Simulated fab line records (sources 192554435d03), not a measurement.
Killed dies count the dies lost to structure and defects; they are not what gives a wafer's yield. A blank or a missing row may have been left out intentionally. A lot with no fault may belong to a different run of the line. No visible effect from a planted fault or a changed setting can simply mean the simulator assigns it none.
Lot-split experiment -- flow n5-finfet -- route with 1938 steps; 7 lots, 39 wafers read

== SPLIT DETAILS ==
At N5_BEOL_M11_VIA_ETCH_34 (etches SiCOH lowk in C4F6/O2, target depth 184.5 nm, time 69.2 s), the setting time-s was moved away from the recipe's 69.2 s on 18 of the 39 wafers read, by -46.6% to +39.4%. For the rest of the wafers, this setting stayed at what the recipe calls for.

The reading is taken at the split's own step.

== THE READING ==
SOC_of_BEOL_M11_COAT_63.thk-nm (the simulator's own value, which no gauge read), in nm, at N5_BEOL_M11_VIA_ETCH_34 (etches SiCOH lowk in C4F6/O2, target depth 184.5 nm, time 69.2 s). No usual value for it is given in the file. Across the 21 wafers here that went through the recipe, the average is 92.0 nm and the standard deviation 0.32 nm.

wafer,"tool, chamber at the split","time-s as run, s",against the recipe,"SOC_of_BEOL_M11_COAT_63.thk-nm, nm",against lot-mates on the recipe
L074.1,"rie-diel-01, 1",69.2,recipe,92,-
L074.2,"rie-diel-01, 0",69.2,recipe,91.8,-
L074.5,"rie-diel-01, 3",69.2,recipe,92.2,-
L080.1,"rie-diel-01, 1",69.2,recipe,91.8,-
L080.2,"rie-diel-01, 3",48.47,-30.0%,94.2,+2.5
L080.3,"rie-diel-01, 2",48.47,-30.0%,94.2,+2.5
L080.4,"rie-diel-01, 0",69.2,recipe,91.6,-
L080.6,"rie-diel-01, 0",69.2,recipe,91.6,-
L080.5,"rie-diel-01, 3",48.47,-30.0%,94.6,+2.9
L081.1,"rie-diel-01, 3",47.37,-31.5%,94.4,+2.5
L081.2,"rie-diel-01, 0",69.2,recipe,91.8,-
L081.3,"rie-diel-01, 1",47.37,-31.5%,94.2,+2.3
L081.4,"rie-diel-01, 3",47.37,-31.5%,94.6,+2.7
L081.5,"rie-diel-01, 0",69.2,recipe,91.6,-
L081.6,"rie-diel-01, 1",69.2,recipe,92.2,-
L088.1,"rie-diel-01, 2",36.93,-46.6%,96,+3.9
L088.2,"rie-diel-01, 0",69.2,recipe,92,-
L088.3,"rie-diel-01, 1",69.2,recipe,92.2,-
L088.4,"rie-diel-01, 3",36.93,-46.6%,96,+3.9
L088.5,"rie-diel-01, 2",69.2,recipe,92.2,-
L088.6,"rie-diel-01, 3",36.93,-46.6%,96.2,+4.1
L086.1,"rie-diel-04, 0",69.2,recipe,92.2,-
L086.2,"rie-diel-04, 3",69.2,recipe,92.6,-
L086.3,"rie-diel-04, 2",69.2,recipe,92.2,-
L086.4,"rie-diel-04, 3",96.38,+39.3%,89,-3.3
L086.5,"rie-diel-04, 0",96.38,+39.3%,89,-3.3
L086.6,"rie-diel-04, 2",96.38,+39.3%,89.4,-2.9
L093.1,"rie-diel-03, 2",96.44,+39.4%,89.2,-3.1
L093.2,"rie-diel-03, 0",96.44,+39.4%,89,-3.3
L093.3,"rie-diel-03, 1",69.2,recipe,92.2,-
L093.4,"rie-diel-03, 3",69.2,recipe,92.4,-
L093.5,"rie-diel-03, 3",96.44,+39.4%,89,-3.3
L093.6,"rie-diel-03, 0",69.2,recipe,92.4,-
L096.1,"rie-diel-04, 0",87.49,+26.4%,89.4,-2.2
L096.2,"rie-diel-04, 2",69.2,recipe,91.6,-
L096.3,"rie-diel-04, 1",87.49,+26.4%,89.4,-2.2
L096.4,"rie-diel-04, 3",69.2,recipe,91.8,-
L096.5,"rie-diel-04, 2",87.49,+26.4%,89.4,-2.2
L096.6,"rie-diel-04, 1",69.2,recipe,91.4,-

THE FIT
A straight line over all 39 wafers: SOC_of_BEOL_M11_COAT_63.thk-nm changes by -0.0804 nm for each +1% of time-s; r = -0.99; the points scatter about the line by 0.33 nm.
The same after taking each lot's own level away (the mean of its wafers on the recipe; 39 wafers): -0.0834 nm for each +1%; r = -1.00; scatter 0.16 nm.
On that fit, the largest move of time-s shifts the reading by 3.9 nm.
The span of the lots' own levels, 91.60 to 92.33 nm, comes to 2.3 times the standard deviation stated above.
The two slopes agree, so the slope changes little with the lot-to-lot level.
Check: for one of the wafers moved furthest among these (-46.6%), held out of the fit, the line's prediction against its lot-mates is +3.91 nm. It came out at +3.87 nm against them.

== OTHER SPLITS APPLIED TO THESE WAFERS ==
Other splits were also applied to these wafers ahead of the reading. Each is held against what the fit with the lots' levels taken away leaves over:
other split on the same wafers,wafers away from the commonest value,r with SOC_of_BEOL_M11_COAT_63.thk-nm (lot level and that fit taken away)
N5_BEOL_M8_DEVELOP_10 develop-time-s,6,-0.18
N5_BEOL_M9_CVD_78 target-thk-a,15,-0.06

== THE WHOLE CHAIN: every reading that the file lists as answering this split, in the file's order ==
step,what it does,reading,change (the file's fit),r (the file's)
N5_BEOL_M11_VIA_ETCH_34,"etches SiCOH lowk in C4F6/O2, target depth 184.5 nm, time 69.2 s","etch.depth-nm (the simulator's own value, which no gauge read)",+1.86 nm for each +1% of the setting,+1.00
N5_BEOL_M11_VIA_ETCH_34,"etches SiCOH lowk in C4F6/O2, target depth 184.5 nm, time 69.2 s","SOC_of_BEOL_M11_COAT_63.thk-nm (the simulator's own value, which no gauge read)",-0.0834 nm for each +1% of the setting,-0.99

== FILE'S OWN FIT ==
SOC_of_BEOL_M11_COAT_63.thk-nm changes by -0.0834 nm for each +1% of time-s, r = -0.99.
